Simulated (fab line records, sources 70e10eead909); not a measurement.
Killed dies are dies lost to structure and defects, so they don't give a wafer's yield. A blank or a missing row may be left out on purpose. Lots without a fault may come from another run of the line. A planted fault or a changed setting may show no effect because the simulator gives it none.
fab line records | flow nand_harc
record lots=7 wafers=21 last_day=34
route steps=1302 shown A_M1@1200 A_BONDPAD@1202 END@1302
lots that met no fault: from a run of the same line without faults
start_h: hours from the record's first day to the start of the lot's first wafer shown | wait_h: hours since the lot's step before | " the same as in the row above | L1.1+2: a row that stands for several wafers | - no value, or no start given | * or withheld: withheld | < > ~ a bound
route shown NAME@n: a module of which the file shows steps, and the number in the route of the first | usual: mean/standard deviation of fault-free wafers | same: alike in all rows | chamber/n: place in a boat | sites: the reading at each site | _std_site: their standard deviation | _edge_site: outer sites' mean less inner sites' | radius_mm: how far each site lies from the wafer's centre | mask NAME#n: copy n | behind: the tool/chamber that last shaped the wafer | hold: why the lot was held/for how many hours/how that ended | device: the transistor (n, p or np) that didn't switch | end of line: the same wafers' tests at the end of the route | a step without rows: its recipe alone | killed: dies lost to structure and defects at the first sort, not the wafer's yield | map: a wafer's dies, x killed, . not, _ none there
set.NAME: the setting as run; set.NAME@STEP: as run at that earlier step | model.NAME: the simulator's own value behind a step, which no gauge read
lots at some steps of the route; a table a step, a row a wafer
services: from which hour (start_h, from the record's first day; less than 0 if before it) a tool's chamber was out of use, for how many hours, and why
## steps
# step NHARC_A_M1_PRE_CLEAN_32
# recipe time_s=12 temp_c=370 rf_power_w=300 gas=NH3
# usual heater_power_w=602/79
# columns lot.wafer tool chamber start_h wait_h heater_power_w
L229.3 pecvd-02 1 556.42 0.1 601
L229.5 " 1 " " 608
L229.6 " 0 " " 793
L228.2 pecvd-01 0 557.31 0.1 621
L228.6 " 2 " " 479
L228.5 " 0 " " 623
L236.1 pecvd-03 1 616.64 0.1 748
L236.4 " 1 " " 721
L236.6 " 2 " " 635
L246.1 pecvd-02 1 718.06 0.1 599
L246.3 " 0 " " 691
L246.6 " 0 " " 692
L247.3 pecvd-01 2 725.43 0.1 475
L247.1 " 1 " " 625
L247.5 " 1 " " 602
L250.2 pecvd-01 0 756.40 0.1 589
L250.6 " 1 " " 660
L250.4 " 0 " " 600
L251.1 pecvd-03 2 769.05 0.1 669
L251.4 " 2 " " 659
L251.5 " 1 " " 751
# step NHARC_A_M1_DEP_33
# recipe target_thk_a=300 temp_c=370 target_thk_nm=30 pressure_torr=3 flow_sccm=200 rf_w=450 material=SiCN
# usual heater_power_w=546/77
# columns lot.wafer tool chamber start_h wait_h heater_power_w
L229.3 pecvd-02 1 556.50 0.1 541
L229.5 " 1 " " 549
L229.6 " 0 " " 667
L228.2 pecvd-01 0 557.42 0.1 565
L228.6 " 2 " " 480
L228.5 " 0 " " 536
L236.1 pecvd-03 1 616.75 0.1 658
L236.4 " 1 " " 683
L236.6 " 2 " " 599
L246.1 pecvd-02 1 718.14 0.1 525
L246.3 " 0 " " 691
L246.6 " 0 " " 715
L247.3 pecvd-01 2 725.50 0.1 449
L247.1 " 1 " " 512
L247.5 " 1 " " 521
L250.2 pecvd-01 0 756.54 0.1 503
L250.6 " 1 " " 619
L250.4 " 0 " " 495
L251.1 pecvd-03 2 769.13 0.1 583
L251.4 " 2 " " 563
L251.5 " 1 " " 678
# step NHARC_A_BONDPAD_DEP_00
# recipe target_thk_a=2500 temp_c=370 target_thk_nm=250 pressure_torr=3 flow_sccm=200 rf_w=450 material=SiCN
# usual heater_power_w=548/73
# columns lot.wafer tool chamber start_h wait_h heater_power_w
L229.3 pecvd-04 0 557.14 - 566
L229.6 " 2 " " 549
L229.5 " 0 " " 583
L228.2 pecvd-01 2 - - 403
L228.5 " 0 " " 470
L228.6 " 1 " " 591
L236.1 pecvd-04 2 617.35 - 608
L236.6 " 0 " " 561
L236.4 " 2 " " 631
L246.1 pecvd-01 0 718.69 - 490
L246.3 " 1 " " 643
L246.6 " 1 " " 529
L247.3 pecvd-04 0 726.06 - 587
L247.1 " 2 " " 633
L247.5 " 1 " " 481
L250.2 pecvd-03 0 757.05 - 450
L250.6 " 2 " " 531
L250.4 " 0 " " 458
L251.1 pecvd-01 2 769.68 - 477
L251.4 " 2 " " 497
L251.5 " 0 " " 561
# step NHARC_A_BONDPAD_CMP_29
# recipe target_thk_nm=200 material=SiCN
# usual edge_zone_pressure_frac=1.000/0.0048 motor_current_A=11.8/1.2
# columns lot.wafer tool chamber start_h wait_h edge_zone_pressure_frac motor_current_A
L229.3 cmp-02 2 557.53 - 0.998 10.4
L229.6 " 3 " " 1.006 11.0
L229.5 " 0 " " 1.003 13.6
L228.2 cmp-04 0 558.39 - 0.996 11.9
L228.6 " 2 " " 1.002 11.6
L228.5 " 3 " " 1.000 12.0
L236.4 cmp-01 2 617.67 - 1.005 13.7
L236.1 " 3 " " 1.002 12.9
L236.6 " 2 " " 1.001 13.8
L246.1 cmp-04 1 719.13 - 1.001 10.8
L246.3 " 3 " " 0.996 11.6
L246.6 " 1 " " 0.994 11.2
L247.3 cmp-02 3 726.50 - 1.003 11.4
L247.1 " 1 " " 0.998 11.6
L247.5 " 2 " " 0.996 10.2
L250.4 cmp-01 0 757.42 - 1.000 11.5
L250.2 " 2 " " 0.996 13.8
L250.6 " 0 " " 0.999 12.0
L251.1 cmp-01 2 770.09 - 1.001 14.2
L251.4 " 1 " " 0.999 12.3
L251.5 " 2 " " 0.996 13.9
# step NHARC_A_BONDPAD_THK_MEAS_30
# recipe thk_meas_gauge=ellipsometry
# usual thk_nm=200.2/1.3
# columns lot.wafer tool chamber start_h wait_h thk_nm
L229.3 film_metro-01 - 557.70 0.2 200.7
L229.5 " - " " 198.3
L229.6 " - " " 199.3
L228.2 film_metro-02 - 558.59 0.2 201.6
L228.5 " - " " 202.0
L228.6 " - " " 199.5
L236.1 film_metro-02 - 617.92 0.2 202.7
L236.4 " - " " 201.8
L236.6 " - " " 199.2
L246.1 film_metro-01 - 719.35 0.2 202.6
L246.3 " - " " 199.6
L246.6 " - " " 202.1
L247.1 film_metro-02 - 726.72 0.1 197.0
L247.3 " - " " 197.9
L247.5 " - " " 198.3
L250.2 film_metro-02 - 757.67 0.2 200.7
L250.4 " - " " 200.0
L250.6 " - " " 201.5
L251.1 film_metro-02 - 770.35 0.2 198.4
L251.4 " - " " 198.8
L251.5 " - " " 201.9
# step NHARC_A_BONDPAD_SRD_31
# step NHARC_A_BONDPAD_DEHYDRATE_01
# recipe temp_c=150 time_s=120
# step NHARC_A_BONDPAD_HMDS_02
# recipe time_s=30
# step NHARC_A_BONDPAD_COAT_33
# recipe temp_c=200 time_s=65
# step NHARC_A_BONDPAD_COAT_03
# recipe spin_rpm=2000 resist_thk_nm=600
# step NHARC_A_BONDPAD_SOFTBAKE_04
# recipe temp_c=125 time_s=70
# step NHARC_A_BONDPAD_EBR_05
# step NHARC_A_BONDPAD_EXPOSE_06
# recipe na=0.55 dose_mj=36.99 mask_id=A_BPAD
# columns lot.wafer tool chamber start_h wait_h mask model.A_BONDPAD.overlay_x_nm
L229.3+5+6 krf_scanner-04 0 558.13 - A_BPAD#0 -5.654
L228.2+5+6 krf_scanner-03 0 559.01 - A_BPAD#0 8.674
L236.1+4+6 krf_scanner-01 0 618.33 - A_BPAD#0 5.31
L246.1+3+6 krf_scanner-04 0 719.76 - A_BPAD#0 29.81
L247.1+3+5 krf_scanner-04 0 727.01 - A_BPAD#0 47.9
L250.2+4+6 krf_scanner-04 0 758.09 - A_BPAD#0 47.79
L251.1+4+5 krf_scanner-01 0 770.76 - A_BPAD#0 -4.524
# step NHARC_A_BONDPAD_PEB_07
# recipe peb_temp_c=128 peb_time_s=80
# step NHARC_A_BONDPAD_DEVELOP_08
# recipe time_s=50 dev_temp_c=22
# step NHARC_A_BONDPAD_CD_MEAS_09
# recipe target_cd_nm=500 landing_energy_ev=500
# usual cd_nm=500.4/1.4
# columns lot.wafer tool chamber start_h wait_h cd_nm
L229.3 cd_sem-02 0 558.27 - 501.3
L229.5 " 0 " " 501.4
L229.6 " 0 " " 501.3
L228.2 cd_sem-01 0 559.16 - 499.8
L228.5 " 0 " " 499.5
L228.6 " 0 " " 501.1
L236.1 cd_sem-03 0 618.48 - 498.6
L236.4 " 0 " " 500.1
L236.6 " 0 " " 499.7
L246.1 cd_sem-02 0 719.91 - 501.3
L246.3 " 0 " " 499.7
L246.6 " 0 " " 499.7
L247.1 cd_sem-01 0 727.16 - 500.6
L247.3 " 0 " " 502.4
L247.5 " 0 " " 501.5
L250.2 cd_sem-02 0 758.23 - 498.7
L250.4 " 0 " " 498.1
L250.6 " 0 " " 497.8
L251.1 cd_sem-03 0 770.91 - 500.6
L251.4 " 0 " " 500.1
L251.5 " 0 " " 500.2
# step NHARC_A_BONDPAD_OVL_MEAS_35
# usual overlay_x_nm=2/6 overlay_y_nm=-1/5.8
# columns lot.wafer tool chamber start_h wait_h hold overlay_x_nm overlay_y_nm
L229.3 overlay-01 - 558.36 - - -6 -7
L229.5 " - " " - -6 -8
L229.6 " - " " - -5 -7
L228.2 overlay-01 - 559.25 - - 8 1
L228.5 " - " " - 8 0
L228.6 " - " " - 9 1
L236.1 overlay-02 - 618.57 - - 5 1
L236.4 " - " " - 5 2
L236.6 " - " " - 5 2
L246.1 overlay-01 - 720.00 - await_dispo/0.2h/release 30 -8
L246.3 " - " " await_dispo/0.2h/release 30 -8
L246.6 " - " " await_dispo/0.2h/release 30 -8
L246.1 overlay-01 - 720.17 0.2 - 30 -8
L246.3 " - " " - 30 -8
L246.6 " - " " - 30 -8
L247.1 overlay-02 - 727.25 - await_dispo/0.2h/release 48 -2
L247.3 " - " " await_dispo/0.2h/release 48 -2
L247.5 " - " " await_dispo/0.2h/release 48 -2
L247.1 overlay-02 - 727.42 0.2 - 48 -3
L247.3 " - " " - 48 -3
L247.5 " - " " - 48 -2
L250.2 overlay-02 - 758.33 - await_dispo/0.2h/release 48 -6
L250.4 " - " " await_dispo/0.2h/release 47 -5
L250.6 " - " " await_dispo/0.2h/release 47 -6
L250.2 overlay-02 - 758.50 0.2 - 48 -6
L250.4 " - " " - 48 -6
L250.6 " - " " - 48 -6
L251.1 overlay-02 - 770.99 - - -5 16
L251.4 " - " " - -4 17
L251.5 " - " " - -4 16
# step NHARC_END_SORT_01
# recipe temp_c=25
# usual defect_limited_yield=91.9/2.7 killed_at_array=50/18 killed_at_other=0.8/1.1 killed_at_periphery=4.1/2.9 killed_dies=55/18 killed_open=3.5/1.9 killed_short=2.4/1.5 sort_bin_2_pct=2.8/1.2 sort_bin_3_pct=0.6/0.37 sort_bin_4_pct=4.7/1.5 sort_n_pass=622/18 sort_rim_yield_pct=90/4.4 sort_yield_pct=91.9/2.7
# same gross_dies=677 sort_bin_5_pct[%]=0 sort_bin_6_pct[%]=0 sort_bin_7_pct[%]=0 sort_bin_8_pct[%]=0 sort_rim_n_gross=106.00
# columns lot.wafer tool chamber start_h wait_h defect_limited_yield[%] killed_at_array killed_at_other killed_at_periphery killed_dies killed_open killed_short sort_bin_2_pct[%] sort_bin_3_pct[%] sort_bin_4_pct[%] sort_n_pass sort_rim_yield_pct[%] sort_yield_pct[%]
L228.2 prober-02 0 592.53 2.8 91.7 52 0 4 56 2 0 3.1 0.6 4.6 621 89 91.7
L228.5 prober-02 0 594.97 3.7 90.4 60 1 4 65 3 3 4.6 0.6 4.4 612 85 90.4
L228.6 prober-02 0 595.78 4.1 91.1 58 0 2 60 4 2 3.4 1.2 4.3 617 87 91.1
L236.1 prober-02 0 646.71 2.5 91.3 58 0 1 59 3 1 3.5 0.4 4.7 618 92 91.3
L236.4 prober-02 0 649.11 3.4 89.5 69 1 1 71 1 5 3.0 0.9 6.6 606 88 89.5
L236.6 prober-02 0 650.71 4.0 91.0 57 2 2 61 2 3 2.1 0.7 6.2 616 90 91.0
L246.1 prober-01 0 765.17 2.5 91.1 57 0 3 60 4 3 2.7 0.9 5.3 617 88 91.1
L246.3 prober-01 0 766.76 3.1 87.4 82 0 3 85 2 3 4.0 0.6 8.0 592 84 87.4
L246.6 prober-01 0 769.14 4.0 90.0 63 0 5 68 3 3 4.0 0.7 5.3 609 89 90.0
L247.1 prober-01 0 767.51 2.5 89.4 56 5 11 72 1 2 4.1 0.4 6.1 605 89 89.4
L247.3 prober-01 0 769.12 3.1 92.5 40 1 10 51 3 3 3.2 0.7 3.5 626 91 92.5
L247.5 prober-01 0 770.74 3.7 92.5 42 2 7 51 3 3 3.1 0.6 3.8 626 89 92.5
L251.1 prober-02 0 801.56 2.5 91.4 53 3 2 58 4 3 3.4 0.6 4.6 619 89 91.4
L251.4 prober-02 0 803.93 3.4 95.1 29 1 3 33 3 1 1.6 0.3 3.0 644 95 95.1
L251.5 prober-02 0 804.72 3.7 92.8 44 2 3 49 2 2 2.5 0.4 4.3 628 93 92.8
# killed by level:class
L228.2 A_CHANNEL_HOLE_D1:chamber_film_flake=20 A_CHANNEL_HOLE_D2:chamber_film_flake=20 A_CONTACT:chamber_film_flake=3 P_GATE:chamber_film_flake=2 A_DECK1_JOINT:chamber_film_flake=2 A_CHANNEL_FILL_D2:chamber_film_flake=2 A_STAIRCASE:chamber_film_flake=2 P_CONTACT:geometric_particle:open=1
L228.5 A_CHANNEL_HOLE_D1:chamber_film_flake=26 A_CHANNEL_HOLE_D2:chamber_film_flake=19 A_STAIRCASE:chamber_film_flake=4 P_GATE:chamber_film_flake=3 A_CONTACT:chamber_film_flake=3 A_SGD_CUT:chamber_film_flake=2 P_M2:geometric_particle:open=1 THIN_TSV:chamber_film_flake=1
L228.6 A_CHANNEL_HOLE_D1:chamber_film_flake=23 A_CHANNEL_HOLE_D2:chamber_film_flake=14 A_CONTACT:chamber_film_flake=7 A_STAIRCASE:chamber_film_flake=5 A_CHANNEL_FILL_D2:chamber_film_flake=2 P_CONTACT:geometric_particle:open=1 P_M0:geometric_particle:short=1 A_ONON_D1:geometric_particle:open=1
L236.1 A_CHANNEL_HOLE_D1:chamber_film_flake=27 A_CHANNEL_HOLE_D2:chamber_film_flake=16 A_CONTACT:chamber_film_flake=5 A_STAIRCASE:chamber_film_flake=3 A_ZERO_WELL:chamber_film_flake=2 A_CHANNEL_FILL_D1:geometric_particle:open=1 A_CHANNEL_FILL_D1:geometric_particle:short=1 A_CHANNEL_FILL_D2:geometric_particle:open=1
L236.4 A_CHANNEL_HOLE_D1:chamber_film_flake=31 A_CHANNEL_HOLE_D2:chamber_film_flake=20 A_CONTACT:chamber_film_flake=7 A_ONON_D2:geometric_particle:short=2 A_SLIT:chamber_film_flake=2 A_BLC:chamber_film_flake=2 P_CONTACT:geometric_particle:open=1 A_ONON_D1:geometric_particle:short=1
L236.6 A_CHANNEL_HOLE_D1:chamber_film_flake=33 A_CHANNEL_HOLE_D2:chamber_film_flake=12 A_CONTACT:chamber_film_flake=6 A_STAIRCASE:chamber_film_flake=3 A_WL_FILL:geometric_particle:short=2 THIN_TSV:chamber_film_flake=2 P_CONTACT:geometric_particle:open=1 P_M1:geometric_particle:short=1
L246.1 A_SLIT:chamber_film_flake=21 A_CHANNEL_HOLE_D2:chamber_film_flake=11 A_CHANNEL_HOLE_D1:chamber_film_flake=10 A_CONTACT:chamber_film_flake=4 A_WL_FILL:chamber_film_flake=3 A_CHANNEL_FILL_D2:geometric_particle:open=2 A_STAIRCASE:chamber_film_flake=2 P_M0:geometric_particle:open=1
L246.3 A_SLIT:chamber_film_flake=30 A_CHANNEL_HOLE_D2:chamber_film_flake=17 A_CHANNEL_HOLE_D1:chamber_film_flake=14 A_STAIRCASE:chamber_film_flake=8 A_CONTACT:chamber_film_flake=3 A_WL_FILL:chamber_film_flake=3 A_M1:chamber_film_flake=2 P_CONTACT:geometric_particle:short=1
L247.1 A_CHANNEL_HOLE_D1:chamber_film_flake=26 A_CONTACT:chamber_film_flake=11 P_CONTACT:chamber_film_flake=9 A_CHANNEL_HOLE_D2:chamber_film_flake=5 THIN_TSV:chamber_film_flake=5 A_CHANNEL_FILL_D2:chamber_film_flake=3 A_STAIRCASE:chamber_film_flake=3 P_GATE:chamber_film_flake=2
L247.3 A_CHANNEL_HOLE_D1:chamber_film_flake=20 A_CONTACT:chamber_film_flake=6 P_CONTACT:chamber_film_flake=4 A_SLIT:chamber_film_flake=3 A_CHANNEL_FILL_D2:chamber_film_flake=3 P_CONTACT:geometric_particle:open=2 A_CHANNEL_FILL_D2:geometric_particle:short=2 P_GATE:chamber_film_flake=2
L246.6 A_SLIT:chamber_film_flake=23 A_CHANNEL_HOLE_D2:chamber_film_flake=19 A_CHANNEL_HOLE_D1:chamber_film_flake=7 A_WL_FILL:chamber_film_flake=3 A_CONTACT:chamber_film_flake=3 A_BONDPAD:chamber_film_flake=2 P_CONTACT:geometric_particle:short=1 P_M0:geometric_particle:open=1
L247.5 A_CHANNEL_HOLE_D1:chamber_film_flake=19 A_SLIT:chamber_film_flake=5 A_CONTACT:chamber_film_flake=5 P_GATE:chamber_film_flake=3 P_CONTACT:chamber_film_flake=3 A_CHANNEL_HOLE_D2:chamber_film_flake=3 A_DECK1_JOINT:chamber_film_flake=2 THIN_TSV:chamber_film_flake=2
L251.1 A_CHANNEL_HOLE_D1:chamber_film_flake=25 A_SLIT:chamber_film_flake=7 A_WL_FILL:chamber_film_flake=6 A_CONTACT:chamber_film_flake=3 THIN_TSV:chamber_film_flake=3 A_WL_FILL:geometric_particle:open=2 A_CHANNEL_FILL_D1:chamber_film_flake=2 A_CHANNEL_HOLE_D2:chamber_film_flake=2
L251.4 A_CHANNEL_HOLE_D1:chamber_film_flake=16 A_SLIT:chamber_film_flake=6 A_CONTACT:chamber_film_flake=3 A_WL_FILL:chamber_film_flake=2 P_GATE:geometric_particle:open=1 P_GATE:geometric_particle:short=1 P_M2:geometric_particle:open=1 A_CHANNEL_HOLE_D2:geometric_particle:open=1
L251.5 A_CHANNEL_HOLE_D1:chamber_film_flake=16 A_CONTACT:chamber_film_flake=8 A_STAIRCASE:chamber_film_flake=7 A_SLIT:chamber_film_flake=7 A_WL_FILL:chamber_film_flake=3 P_STI:geometric_particle:short=1 P_GATE:geometric_particle:open=1 A_ONON_D2:geometric_particle:open=1
## services
# columns tool chamber start_h hours kind
pecvd-01 - 537.30 3.0 repair
pecvd-03 - 547.31 13.0 pm
cmp-01 - 550.54 1.4 repair
pecvd-04 - 575.79 0.4 repair
cmp-01 - 577.50 4.0 pm
krf_scanner-04 - 585.80 1.5 repair
pecvd-02 - 589.11 13.0 pm
pecvd-04 2 593.35 6.0 repair
pecvd-02 0 614.44 12.6 repair
pecvd-04 - 631.06 13.0 pm
krf_scanner-04 - 654.70 0.7 repair
cmp-01 - 658.57 0.9 repair
cmp-01 - 669.62 2.6 repair
pecvd-01 - 673.31 13.0 pm
cmp-01 - 675.50 4.0 pm
pecvd-02 - 691.07 0.9 repair
cmp-01 - 694.22 0.7 repair
krf_scanner-04 - 698.00 4.0 pm
cmp-01 - 699.79 1.4 repair
pecvd-02 - 705.04 0.5 repair
pecvd-03 - 728.31 13.0 pm
pecvd-03 - 743.49 1.2 repair
krf_scanner-04 - 765.37 9.0 repair
pecvd-02 - 770.17 13.0 pm
## key
first_sign step=NHARC_A_BONDPAD_OVL_MEAS_35 reading=visit direction=added
effect step=NHARC_A_BONDPAD_OVL_MEAS_35 reading=overlay_x_nm direction=up sigmas=6.6 usual=2 struck=42
model_effect step=NHARC_A_BONDPAD_EXPOSE_06 value=A_BONDPAD.overlay_x_nm without=6.972 struck=41.83
met_at NHARC_A_BONDPAD_EXPOSE_06
struck_wafers L246.1,L246.3,L246.6,L247.1,L247.3,L247.5,L250.2,L250.4,L250.6
onset_between 558.13 719.76
fault kind=scanner_matching_overlay tool=krf_scanner-04 chamber=- onset_h=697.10 steps=NHARC_A_BONDPAD_EXPOSE_06 offset=34.862
